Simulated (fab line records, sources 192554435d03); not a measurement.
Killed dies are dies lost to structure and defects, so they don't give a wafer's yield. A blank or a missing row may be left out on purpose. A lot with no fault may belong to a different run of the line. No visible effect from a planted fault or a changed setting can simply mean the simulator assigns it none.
Problem report in the 8D (eight disciplines) form, filled by code | flow n5_finfet | the parts of the form that need people (team, actions taken, sign-off) are left out

## 1. WHAT IS WRONG
Mean M1_ILD_THK at N5_BEOL_M1_THK_MEAS_01: 127.0 nm over 2 wafers in 2 lots; fault-free wafers: 79.1 nm, standard deviation 1.2. Relative to the usual mean, that is a shift of +40 standard deviations.
Earliest sighting: wafer L280.2 on film_metro-01 at day 9 19:50. Wafers with a number at this step in the record: 29, from 11 lots. Rule for "out" (also "out of limits"): further than 4 standard deviations from the usual mean. All remaining wafers that have a number are taken as sound.

## 2. WHAT THIS IS AND IS NOT
question                    | is                     | is not
which readings at this step | M1_ILD_THK             | -
which lots                  | L280, L281             | L264, L267, L269, L270, L273, L274, L275, L283, L284
which wafers of those lots  | all that have a number | -
read on which gauges        | film_metro-01          | film_metro-02
when                        | from day 9 19:50       | up to then (21 sound wafers); but 6 sound wafers of L283, L284 came after

## 3. SUSPECTS, AND WHAT RULES EACH OUT
Counting: any tool at a process step up to the reading is kept as a suspect provided that every lot that is out went through it and no sound lot did after the first of them.
- the gauge at N5_BEOL_M1_THK_MEAS_01: kept. All the wafers that are out were read on film_metro-01, and no step on other tools shows them out.
- rtp_anneal-01 at N5_BEOL_M0_ANNEAL_119 (time 90 s): ruled out as a lasting fault. After its first lot that is out, L280 (day 9 18:36), sound lots L283, L284 ran on it.
- pecvd-01 at N5_BEOL_M1_ILD_DEP_00 (deposits SiOC from DEMS/O2, target thk 79 nm, time 15.3 s): kept. All lots that are out passed through it, beginning with L280 at day 9 19:46, and no sound lot followed; its final sound lot before that point was L275 at day 8 18:59.
Remaining after the count are pecvd-01 at N5_BEOL_M1_ILD_DEP_00 and film_metro-01 at N5_BEOL_M1_THK_MEAS_01.

## 4. THE CAUSE (what the simulator had put in)
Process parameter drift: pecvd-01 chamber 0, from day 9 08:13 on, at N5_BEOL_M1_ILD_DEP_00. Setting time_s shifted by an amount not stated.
Of the 2 suspects that counting leaves, this tool is one.

## 5. THE EFFECT CHAIN, in route order
One row per reading whose mean, taken over the struck wafers that have a number, lies over 3 standard deviations from the usual. Readings are gone through only where the record gives a usual standard deviation; hours: the median, over the lots, of the time from a lot's start at the first step in this table giving one to that lot's start at this step; sigmas: the change measured in usual standard deviations.
hours | step                   | reading    | usual   | on struck wafers | change | sigmas
0     | N5_BEOL_M1_THK_MEAS_01 | M1_ILD_THK | 79.1 nm | 127.0            | +47.9  | +40

## 6. HOW IT WOULD HAVE BEEN CAUGHT EARLIER
The first out-of-limits reading at a measuring or inspecting step in this record came at day 9 19:50, 12 hours after the fault's start at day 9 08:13.
Of the tool readings at N5_BEOL_M1_ILD_DEP_00 for which the record gives a usual standard deviation, none was out on any struck wafer, so an alarm limit of 4 standard deviations on them would not have fired.
Among the 2 lots that are out, L281 began N5_BEOL_M1_ILD_DEP_00 on pecvd-01 after day 9 19:50. A tool hold placed at that time would have kept it from harm.
